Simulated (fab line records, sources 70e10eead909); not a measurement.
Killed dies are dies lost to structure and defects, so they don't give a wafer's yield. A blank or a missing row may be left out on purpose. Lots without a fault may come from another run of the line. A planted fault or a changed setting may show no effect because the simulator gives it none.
fab line records | flow nand_harc
record lots=6 wafers=18 last_day=32
route steps=1302 shown A_DECK1_JOINT@541 A_ONON_D2@545 END@1302
lots that met no fault: from a run of the same line without faults
start_h: hours from the record's first day to the start of the lot's first wafer shown | wait_h: hours since the lot's step before | " the same as in the row above | L1.1+2: a row that stands for several wafers | - no value, or no start given | * or withheld: withheld | < > ~ a bound
route shown NAME@n: a module of which the file shows steps, and the number in the route of the first | usual: mean/standard deviation of fault-free wafers | same: alike in all rows | chamber/n: place in a boat | sites: the reading at each site | _std_site: their standard deviation | _edge_site: outer sites' mean less inner sites' | radius_mm: how far each site lies from the wafer's centre | mask NAME#n: copy n | behind: the tool/chamber that last shaped the wafer | hold: why the lot was held/for how many hours/how that ended | device: the transistor (n, p or np) that didn't switch | end of line: the same wafers' tests at the end of the route | a step without rows: its recipe alone | killed: dies lost to structure and defects at the first sort, not the wafer's yield | map: a wafer's dies, x killed, . not, _ none there
set.NAME: the setting as run; set.NAME@STEP: as run at that earlier step | model.NAME: the simulator's own value behind a step, which no gauge read
lots at some steps of the route; a table a step, a row a wafer
services: from which hour (start_h, from the record's first day; less than 0 if before it) a tool's chamber was out of use, for how many hours, and why
## steps
# step NHARC_A_DECK1_JOINT_SRD_15
# step NHARC_A_DECK1_JOINT_DEP_16
# recipe target_thk_a=450 temp_c=400 pressure_torr=6.5 rf_w=900 teos_flow_sccm=161.4 flow_sccm=2650 target_thk_nm=45 gas=O2 material=SiO2
# usual heater_power_w=602/110 throttle_valve_pct=15.8/0.49
# columns lot.wafer tool chamber start_h wait_h heater_power_w throttle_valve_pct
L508.3 pecvd-04 1 309.46 0.1 484 15.8
L508.2 " 2 " " 866 16.0
L508.6 " 2 " " 886 15.6
L506.2 pecvd-04 1 309.63 0.1 571 16.1
L506.1 " 2 " " 829 15.8
L506.4 " 1 " " 579 16.1
L515.1 pecvd-02 1 401.63 0.1 494 15.9
L515.3 " 2 " " 618 15.6
L515.4 " 0 " " 811 16.4
L518.2 pecvd-03 0 423.60 0.1 689 15.9
L518.1 " 1 " " 532 16.1
L518.6 " 1 " " 539 15.8
L520.2 pecvd-04 0 434.24 0.1 542 14.9
L520.3 " 1 " " 497 16.4
L520.5 " 1 " " 494 16.2
L525.2 pecvd-04 0 489.62 0.1 499 15.0
L525.3 " 2 " " 764 15.6
L525.6 " 1 " " 570 16.1
# step NHARC_A_DECK1_JOINT_THK_MEAS_17
# recipe thk_meas_gauge=ellipsometry
# usual thk_nm=44.7/1.2
# columns lot.wafer tool chamber start_h wait_h thk_nm
L508.2 film_metro-02 - 309.74 0.2 42.2
L508.3 " - " " 43.5
L508.6 " - " " 44.9
L506.1 film_metro-02 - 309.91 0.2 44.4
L506.2 " - " " 44.7
L506.4 " - " " 45.7
L515.1 film_metro-02 - 401.91 0.2 45.7
L515.3 " - " " 43.4
L515.4 " - " " 46.0
L518.1 film_metro-02 - 423.88 0.2 44.5
L518.2 " - " " 44.8
L518.6 " - " " 44.7
L520.2 film_metro-02 - 434.49 0.2 46.1
L520.3 " - " " 45.3
L520.5 " - " " 44.4
L525.2 film_metro-02 - 489.90 0.3 46.7
L525.3 " - " " 43.8
L525.6 " - " " 46.2
# step NHARC_A_DECK1_JOINT_INSPECT_05
# usual raw_defect_count=299/100
# columns lot.wafer tool chamber start_h wait_h raw_defect_count
L508.2 defect_inspect-02 - 309.77 0.0 294
L508.3 " - " " 370
L508.6 " - " " 463
L506.1 defect_inspect-02 - 309.95 0.0 297
L506.2 " - " " 413
L506.4 " - " " 254
L515.1 defect_inspect-02 - 401.94 0.0 256
L515.3 " - " " 433
L515.4 " - " " 332
L518.1 defect_inspect-01 - 423.91 0.0 233
L518.2 " - " " 176
L518.6 " - " " 211
L520.2 defect_inspect-02 - 434.53 0.0 366
L520.3 " - " " 362
L520.5 " - " " 579
L525.2 defect_inspect-02 - 489.94 0.0 191
L525.3 " - " " 513
L525.6 " - " " 219
# step NHARC_A_ONON_D2_DEP_00
# recipe target_thk_a=10000 n2_flow_sccm=2750 n2o_flow_sccm=2000 nh3_flow_sccm=500 sih4_flow_sccm=210 temp_c=400
# step NHARC_A_ONON_D2_THK_MEAS_02
# recipe thk_meas_gauge=ellipsometry
# usual thk_nm=997/9.7
# columns lot.wafer tool chamber start_h wait_h thk_nm
L508.2 film_metro-01 - 310.35 - 1022
L508.3 " - " " 1020
L508.6 " - " " 1020
L506.1 film_metro-02 - 310.60 - 1001
L506.2 " - " " 997
L506.4 " - " " 999
L515.1 film_metro-01 - 402.52 - 994
L515.3 " - " " 998
L515.4 " - " " 994
L518.1 film_metro-01 - 424.49 - 992
L518.2 " - " " 991
L518.6 " - " " 991
L520.2 film_metro-01 - 435.10 - 1005
L520.3 " - " " 1002
L520.5 " - " " 1004
L525.2 film_metro-01 - 490.52 - 992
L525.3 " - " " 992
L525.6 " - " " 991
# step NHARC_A_ONON_D2_DEP_03
# recipe target_thk_a=10000 n2_flow_sccm=2750 n2o_flow_sccm=2000 nh3_flow_sccm=500 sih4_flow_sccm=210 temp_c=400
# step NHARC_A_ONON_D2_THK_MEAS_05
# recipe thk_meas_gauge=ellipsometry
# usual thk_nm=1001/12
# columns lot.wafer tool chamber start_h wait_h thk_nm
L508.2 film_metro-01 - 310.91 - 999
L508.3 " - " " 1002
L508.6 " - " " 999
L506.1 film_metro-01 - 311.16 - 1000
L506.2 " - " " 999
L506.4 " - " " 1002
L515.1 film_metro-02 - 403.10 - 996
L515.3 " - " " 999
L515.4 " - " " 998
L518.1 film_metro-01 - 425.06 - 1001
L518.2 " - " " 999
L518.6 " - " " 1000
L520.2 film_metro-02 - 435.67 - 1028
L520.3 " - " " 1029
L520.5 " - " " 1028
L525.2 film_metro-02 - 491.08 - 992
L525.3 " - " " 990
L525.6 " - " " 992
# step NHARC_A_ONON_D2_DEP_06
# recipe target_thk_a=10000 n2_flow_sccm=2750 n2o_flow_sccm=2000 nh3_flow_sccm=500 sih4_flow_sccm=210 temp_c=400
# step NHARC_A_ONON_D2_THK_MEAS_08
# recipe thk_meas_gauge=ellipsometry
# usual thk_nm=1002/9.6
# columns lot.wafer tool chamber start_h wait_h thk_nm
L508.2 film_metro-02 - 311.47 - 1010
L508.3 " - " " 1011
L508.6 " - " " 1010
L506.1 film_metro-01 - 311.82 - 982
L506.2 " - " " 986
L506.4 " - " " 983
L515.1 film_metro-01 - 403.67 - 999
L515.3 " - " " 998
L515.4 " - " " 998
L518.1 film_metro-02 - 425.62 - 1009
L518.2 " - " " 1008
L518.6 " - " " 1008
L520.2 film_metro-01 - 436.23 - 1000
L520.3 " - " " 1000
L520.5 " - " " 1001
L525.2 film_metro-02 - 491.65 - 1006
L525.3 " - " " 1006
L525.6 " - " " 1005
# step NHARC_A_ONON_D2_DEP_09
# recipe target_thk_a=10000 n2_flow_sccm=2750 n2o_flow_sccm=2000 nh3_flow_sccm=500 sih4_flow_sccm=210 temp_c=400
# step NHARC_A_ONON_D2_THK_MEAS_11
# recipe thk_meas_gauge=ellipsometry
# usual thk_nm=998/11
# columns lot.wafer tool chamber start_h wait_h thk_nm
L508.2 film_metro-02 - 312.04 - 989
L508.3 " - " " 987
L508.6 " - " " 988
L506.1 film_metro-01 - 312.53 - 996
L506.2 " - " " 996
L506.4 " - " " 996
L515.1 film_metro-01 - 404.24 - 1002
L515.3 " - " " 1004
L515.4 " - " " 1005
L518.1 film_metro-01 - 426.19 - 1006
L518.2 " - " " 1006
L518.6 " - " " 1006
L520.2 film_metro-02 - 436.80 - 1001
L520.3 " - " " 1001
L520.5 " - " " 1002
L525.2 film_metro-02 - 492.21 - 986
L525.3 " - " " 986
L525.6 " - " " 985
# step NHARC_A_ONON_D2_DEP_12
# recipe target_thk_a=10000 n2_flow_sccm=2750 n2o_flow_sccm=2000 nh3_flow_sccm=500 sih4_flow_sccm=210 temp_c=400
# usual n2o_flow_sccm=2001/6.5
# columns lot.wafer tool chamber start_h wait_h n2o_flow_sccm
L508.2 pecvd_onon-02 0 312.28 0.2 1999
L508.3 " 0 " " 2001
L508.6 " 0 " " 1997
L506.1 pecvd_onon-01 0 312.72 0.2 2000
L506.2 " 0 " " 1995
L506.4 " 0 " " 1998
L515.1 pecvd_onon-01 0 404.30 0.1 1997
L515.3 " 0 " " 2006
L515.4 " 0 " " 2007
L518.1 pecvd_onon-01 0 426.25 0.1 2011
L518.2 " 0 " " 2006
L518.6 " 0 " " 2004
L520.2 pecvd_onon-02 0 436.91 0.1 2003
L520.3 " 0 " " 2004
L520.5 " 0 " " 1992
L525.2 pecvd_onon-02 0 492.32 0.1 1991
L525.3 " 0 " " 1992
L525.6 " 0 " " 1990
# step NHARC_A_ONON_D2_THK_MEAS_14
# recipe thk_meas_gauge=ellipsometry
# usual thk_nm=1001/11
# columns lot.wafer tool chamber start_h wait_h thk_nm
L508.2 film_metro-01 - 312.73 - 1006
L508.3 " - " " 1007
L508.6 " - " " 1007
L506.1 film_metro-01 - 313.24 - 986
L506.2 " - " " 984
L506.4 " - " " 986
L515.1 film_metro-02 - 404.80 - 1886
L515.3 " - " " 1887
L515.4 " - " " 1886
L518.1 film_metro-02 - 426.76 - 1868
L518.2 " - " " 1870
L518.6 " - " " 1868
L520.2 film_metro-02 - 437.36 - 1010
L520.3 " - " " 1011
L520.5 " - " " 1014
L525.2 film_metro-01 - 492.77 - 1013
L525.3 " - " " 1011
L525.6 " - " " 1013
# step NHARC_A_ONON_D2_ANNEAL_15
# recipe temp_c=750 time_s=3600
# step NHARC_END_SORT_01
# recipe temp_c=25
# usual killed_at_array=56/19 killed_at_other=1.0/1.3 killed_at_periphery=3.8/2.2 killed_dies=61/19 killed_open=3.1/1.9 killed_short=2.3/1.5
# same gross_dies=677
# columns lot.wafer tool chamber start_h wait_h killed_at_array killed_at_other killed_at_periphery killed_dies killed_open killed_short
L515.1 prober-01 0 680.95 2.5 674 0 3 677 2 1
L515.3 prober-01 0 682.57 3.1 674 1 2 677 5 3
L515.4 prober-01 0 683.38 3.4 674 1 2 677 4 2
L518.1 prober-02 0 711.66 2.5 676 0 1 677 6 4
L518.2 prober-02 0 712.47 2.8 673 0 4 677 11 5
L518.6 prober-02 0 715.70 4.0 675 0 2 677 4 2
# killed by level:class
L515.1 A_ONON_D2:area_dep=655 A_CHANNEL_HOLE_D1:chamber_film_flake=7 A_STAIRCASE:chamber_film_flake=3 A_SLIT:chamber_film_flake=3 A_CONTACT:chamber_film_flake=3 P_CONTACT:chamber_film_flake=2 A_CHANNEL_FILL_D2:geometric_particle:open=1 A_WL_FILL:geometric_particle:short=1
L515.3 A_ONON_D2:area_dep=647 A_CHANNEL_HOLE_D1:chamber_film_flake=12 A_STAIRCASE:chamber_film_flake=3 A_CONTACT:chamber_film_flake=3 A_ONON_D2:geometric_particle:open=2 P_M0:geometric_particle:short=1 A_DECK1_JOINT:geometric_particle:short=1 A_CHANNEL_HOLE_D2:geometric_particle:open=1
L515.4 A_ONON_D2:area_dep=658 A_CHANNEL_HOLE_D1:chamber_film_flake=7 A_CONTACT:chamber_film_flake=2 P_CONTACT:geometric_particle:open=1 A_SOURCE_PLATE:geometric_particle:open=1 A_WL_FILL:geometric_particle:short=1 A_WL_FILL:geometric_particle:open=1 A_M0:geometric_particle:short=1
L518.1 A_ONON_D2:area_dep=624 A_SLIT:chamber_film_flake=29 A_CHANNEL_HOLE_D1:chamber_film_flake=7 A_ONON_D1:geometric_particle:open=3 A_CONTACT:chamber_film_flake=3 A_STAIRCASE:chamber_film_flake=2 P_CONTACT:geometric_particle:short=1 A_CHANNEL_HOLE_D1:geometric_particle:open=1
L518.2 A_ONON_D2:area_dep=614 A_SLIT:chamber_film_flake=31 A_CHANNEL_HOLE_D1:chamber_film_flake=9 P_M0:geometric_particle:open=3 A_STAIRCASE:chamber_film_flake=3 A_CONTACT:chamber_film_flake=3 A_CHANNEL_FILL_D1:geometric_particle:short=2 A_CHANNEL_FILL_D1:geometric_particle:open=2
L518.6 A_ONON_D2:area_dep=629 A_SLIT:chamber_film_flake=29 A_CHANNEL_HOLE_D1:chamber_film_flake=6 A_CONTACT:chamber_film_flake=5 A_STAIRCASE:chamber_film_flake=2 P_M0:geometric_particle:short=1 P_M0:geometric_particle:open=1 A_CHANNEL_FILL_D2:geometric_particle:open=1
# map L515.1 (x killed, . not)
____________x____________
_________xxxxxxx_________
_______xxxxxxxxxxx_______
______xxxxxxxxxxxxx______
_____xxxxxxxxxxxxxxx_____
____xxxxxxxxxxxxxxxxx____
____xxxxxxxxxxxxxxxxx____
___xxxxxxxxxxxxxxxxxxx___
___xxxxxxxxxxxxxxxxxxx___
__xxxxxxxxxxxxxxxxxxxxx__
__xxxxxxxxxxxxxxxxxxxxx__
_xxxxxxxxxxxxxxxxxxxxxxx_
_xxxxxxxxxxxxxxxxxxxxxxx_
_xxxxxxxxxxxxxxxxxxxxxxx_
_xxxxxxxxxxxxxxxxxxxxxxx_
_xxxxxxxxxxxxxxxxxxxxxxx_
xxxxxxxxxxxxxxxxxxxxxxxxx
xxxxxxxxxxxxxxxxxxxxxxxxx
xxxxxxxxxxxxxxxxxxxxxxxxx
xxxxxxxxxxxxxxxxxxxxxxxxx
xxxxxxxxxxxxxxxxxxxxxxxxx
_xxxxxxxxxxxxxxxxxxxxxxx_
_xxxxxxxxxxxxxxxxxxxxxxx_
_xxxxxxxxxxxxxxxxxxxxxxx_
_xxxxxxxxxxxxxxxxxxxxxxx_
_xxxxxxxxxxxxxxxxxxxxxxx_
__xxxxxxxxxxxxxxxxxxxxx__
__xxxxxxxxxxxxxxxxxxxxx__
___xxxxxxxxxxxxxxxxxxx___
___xxxxxxxxxxxxxxxxxxx___
____xxxxxxxxxxxxxxxxx____
____xxxxxxxxxxxxxxxxx____
_____xxxxxxxxxxxxxxx_____
______xxxxxxxxxxxxx______
_______xxxxxxxxxxx_______
_________xxxxxxx_________
____________x____________
# map L518.1 (x killed, . not)
____________x____________
_________xxxxxxx_________
_______xxxxxxxxxxx_______
______xxxxxxxxxxxxx______
_____xxxxxxxxxxxxxxx_____
____xxxxxxxxxxxxxxxxx____
____xxxxxxxxxxxxxxxxx____
___xxxxxxxxxxxxxxxxxxx___
___xxxxxxxxxxxxxxxxxxx___
__xxxxxxxxxxxxxxxxxxxxx__
__xxxxxxxxxxxxxxxxxxxxx__
_xxxxxxxxxxxxxxxxxxxxxxx_
_xxxxxxxxxxxxxxxxxxxxxxx_
_xxxxxxxxxxxxxxxxxxxxxxx_
_xxxxxxxxxxxxxxxxxxxxxxx_
_xxxxxxxxxxxxxxxxxxxxxxx_
xxxxxxxxxxxxxxxxxxxxxxxxx
xxxxxxxxxxxxxxxxxxxxxxxxx
xxxxxxxxxxxxxxxxxxxxxxxxx
xxxxxxxxxxxxxxxxxxxxxxxxx
xxxxxxxxxxxxxxxxxxxxxxxxx
_xxxxxxxxxxxxxxxxxxxxxxx_
_xxxxxxxxxxxxxxxxxxxxxxx_
_xxxxxxxxxxxxxxxxxxxxxxx_
_xxxxxxxxxxxxxxxxxxxxxxx_
_xxxxxxxxxxxxxxxxxxxxxxx_
__xxxxxxxxxxxxxxxxxxxxx__
__xxxxxxxxxxxxxxxxxxxxx__
___xxxxxxxxxxxxxxxxxxx___
___xxxxxxxxxxxxxxxxxxx___
____xxxxxxxxxxxxxxxxx____
____xxxxxxxxxxxxxxxxx____
_____xxxxxxxxxxxxxxx_____
______xxxxxxxxxxxxx______
_______xxxxxxxxxxx_______
_________xxxxxxx_________
____________x____________
## services
# columns tool chamber start_h hours kind
pecvd-04 1 324.70 4.3 repair
pecvd-03 - 366.00 13.0 pm
pecvd-03 0 366.00 13.0 vent_cycle
pecvd-03 1 366.00 13.0 vent_cycle
pecvd-03 2 366.00 13.0 vent_cycle
pecvd_onon-02 - 366.09 13.0 pm
pecvd-02 1 373.79 25.4 repair
pecvd-03 0 379.00 - clean
pecvd-03 1 379.00 - clean
pecvd-03 2 379.00 - clean
pecvd-02 - 408.25 13.0 pm
pecvd-02 0 408.25 13.0 vent_cycle
pecvd-04 - 415.79 1.6 repair
pecvd-04 - 427.96 0.3 repair
pecvd-02 0 440.25 12.8 repair
pecvd_onon-01 - 450.08 13.0 pm
pecvd-04 - 450.40 13.0 pm
pecvd-04 0 450.40 13.0 vent_cycle
pecvd-04 1 450.40 13.0 vent_cycle
pecvd-04 2 450.40 13.0 vent_cycle
pecvd-04 0 463.40 - clean
pecvd-04 1 463.40 - clean
pecvd-04 2 463.40 - clean
pecvd-03 2 483.37 145.3 repair
## key
first_sign step=NHARC_A_ONON_D2_THK_MEAS_14 reading=thk_nm direction=up sigmas=82 usual=1001 struck=1877
effect step=NHARC_END_SORT_01 reading=killed_at_array direction=up sigmas=33 usual=56 struck=674
more_kills_born_at NHARC_A_ONON_D2_DEP_12@pecvd_onon-01=3827
met_at NHARC_A_ONON_D2_DEP_12
struck_wafers L515.1,L515.3,L515.4,L518.1,L518.2,L518.6
later_rows_left_out L515.1,L515.3,L515.4,L518.1,L518.2,L518.6
tester_left_out L515,L518
onset_between 312.72 404.30
fault kind=process_parameter_drift tool=pecvd_onon-01 chamber=0 onset_h=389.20 steps=NHARC_A_ONON_D2_DEP_12 channel=target_thk_a offset=* shape=step end_h=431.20 acts_in=* stated=*
# tester_left_out: of these lots the tester's yield and bins aren't shown, on N5 and GAA mostly nor the transistor test; their killed dies are dies lost to structure and defects alone, not to doping, threshold or leakage, so they don't give the yield
# later_rows_left_out: the simulator's readings of these wafers behind a module that went badly wrong aren't trusted and aren't shown, but for the sort
